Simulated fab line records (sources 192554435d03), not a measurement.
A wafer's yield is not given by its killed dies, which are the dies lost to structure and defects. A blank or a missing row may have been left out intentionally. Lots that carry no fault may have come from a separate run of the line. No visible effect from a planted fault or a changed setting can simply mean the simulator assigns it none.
Which tool did it? -- flow n5Finfet -- 36 wafers from 12 lots sampled at 6 of the route's 1938 steps

== WHAT THE GAUGES SHOWED, per wafer ==
N5_BEOL_M0_SAQP_THK_MEAS_05.
lot,measured,on,thkNm (nm)
L075,day 5 19:35,filmMetro-02,58.5 59.8 60.7
L077,day 6 03:08,filmMetro-01,60.2 60.5 59.9
L079,day 6 17:59,filmMetro-01,59.1 61.1 60.9
L081,day 7 06:59,filmMetro-01,59.6 60.7 60.1
L083,day 7 17:05,filmMetro-02,60.8 59.9 60.8
L085,day 8 03:28,filmMetro-01,59.7 60.1 59.5
L087,day 8 18:35,filmMetro-02,59.6 58.6 60.4
L089,day 9 07:21,filmMetro-01,59.7 59.0 59.3
L091,day 9 16:20,filmMetro-01,60.6 59.2 61.5
L093,day 10 01:56,filmMetro-02,60.1 60.4 59.9
L095,day 10 23:08,filmMetro-02,59.3 59.5 59.5
L097,day 11 06:20,filmMetro-02,60.0 59.2 59.4

== WHICH TOOL RAN EACH LOT (tool, then ch and the chambers of the sampled wafers, then the start) ==
lot,N5_MOL_CONTACT_COAG_PRE_CLEAN_142,N5_MOL_CONTACT_COAG_DESCUM_88,N5_MOL_CONTACT_COAG_ETCH_90,N5_MOL_CONTACT_COAG_STRIP_49,N5_BEOL_M0_SAQP_ILD_DEP_01
L075,"pvdSputter-03, day 5 06:59","rieDiel-04 ch 0,2,3, day 5 11:14","rieDiel-04 ch 0,2,3, day 5 11:17","plasmaAsher-02 ch 0, day 5 14:13","pecvd-04 ch 0,1,2, day 5 18:31"
L077,"pvdSputter-02, day 5 14:08","rieDiel-04 ch 2,3, day 5 19:03","rieDiel-04 ch 2,3, day 5 19:06","plasmaAsher-01 ch 0,1, day 5 21:43","pecvd-03 ch 0,1,2, day 6 02:02"
L079,"pvdSputter-01, day 6 06:13","rieDiel-04 ch 0,1, day 6 10:21","rieDiel-04 ch 0,1, day 6 10:25","plasmaAsher-01 ch 0, day 6 12:31","pecvd-02 ch 0,1,2, day 6 16:49"
L081,"pvdSputter-01, day 6 19:37","rieDiel-04 ch 0,1, day 6 23:43","rieDiel-04 ch 0,1, day 6 23:46","plasmaAsher-02 ch 0,1, day 7 01:58","pecvd-04 ch 1,2, day 7 06:16"
L083,"pvdSputter-02, day 7 05:37","rieDiel-03 ch 0,1,3, day 7 09:35","rieDiel-03 ch 0,1,3, day 7 09:39","plasmaAsher-02 ch 0,1, day 7 11:59","pecvd-02 ch 0,1,2, day 7 16:19"
L085,"pvdSputter-01, day 7 15:05","rieDiel-02 ch 1,3, day 7 19:36","rieDiel-02 ch 1,3, day 7 19:40","plasmaAsher-02 ch 0,1, day 7 21:48","pecvd-02 ch 1,2, day 8 02:12"
L087,"pvdSputter-01, day 8 06:23","rieDiel-04 ch 2,3, day 8 10:29","rieDiel-04 ch 2,3, day 8 10:32","plasmaAsher-02 ch 0,1, day 8 13:14","pecvd-03 ch 0,1,2, day 8 17:33"
L089,"pvdSputter-02, day 8 17:49","rieDiel-04 ch 1,2,3, day 8 23:19","rieDiel-04 ch 1,2,3, day 8 23:22","plasmaAsher-02 ch 0,1, day 9 01:56","pecvd-02 ch 1,2, day 9 06:26"
L091,"pvdSputter-03, day 9 03:44","rieDiel-02 ch 1,3, day 9 07:51","rieDiel-02 ch 1,3, day 9 07:54","plasmaAsher-02 ch 0,1, day 9 09:55","pecvd-02 ch 0,1, day 9 14:31"
L093,"pvdSputter-02, day 9 13:07","rieDiel-02 ch 0,1,3, day 9 17:22","rieDiel-02 ch 0,1,3, day 9 17:25","plasmaAsher-01 ch 0,1, day 9 19:31","pecvd-03 ch 0,1,2, day 9 23:50"
L095,"pvdSputter-02, day 10 06:07","rieDiel-04 ch 0,3, day 10 10:28","rieDiel-04 ch 0,3, day 10 10:32","plasmaAsher-02 ch 1, day 10 12:58","pecvd-02 ch 0,2, day 10 20:34"
L097,"pvdSputter-03, day 10 17:54","rieDiel-02 ch 1,2,3, day 10 21:53","rieDiel-02 ch 1,2,3, day 10 21:57","plasmaAsher-01 ch 0,1, day 11 00:29","pecvd-02 ch 0,1, day 11 04:49"
- N5_MOL_CONTACT_COAG_PRE_CLEAN_142: time 60 s.
- N5_MOL_CONTACT_COAG_DESCUM_88: chemistry O2, time 7 s.
- N5_MOL_CONTACT_COAG_ETCH_90: etches SiARC in CF4, target depth 13 nm, time 21.7 s.
- N5_MOL_CONTACT_COAG_STRIP_49: strips in N2/H2, time 30 s.
- N5_BEOL_M0_SAQP_ILD_DEP_01: deposits SiOC from DEMS/O2, target thk 45.419 nm, time 8.7 s.

== THE ANSWER, worked out from the rows above alone ==
Rule: the usual values come from the lots themselves. Put in order of their means at a reading, lots are off if they are a third of the lots or fewer, leave a main group of 4 or more, and stand apart from it by a gap of 3 or more times the standard deviation of the main group's means; of several such gaps the widest counts. Not used: any main group whose means are identical at the precision the tables above print for the reading. A lot without any number at a reading at which 4 lots or more have one is off too. Where the step has rows for the other lots, those lots are counted as sound.
Across all readings shown, no lot is off: no conclusion can be drawn from this.

== WHAT WAS PUT IN BY THE SIMULATOR ==
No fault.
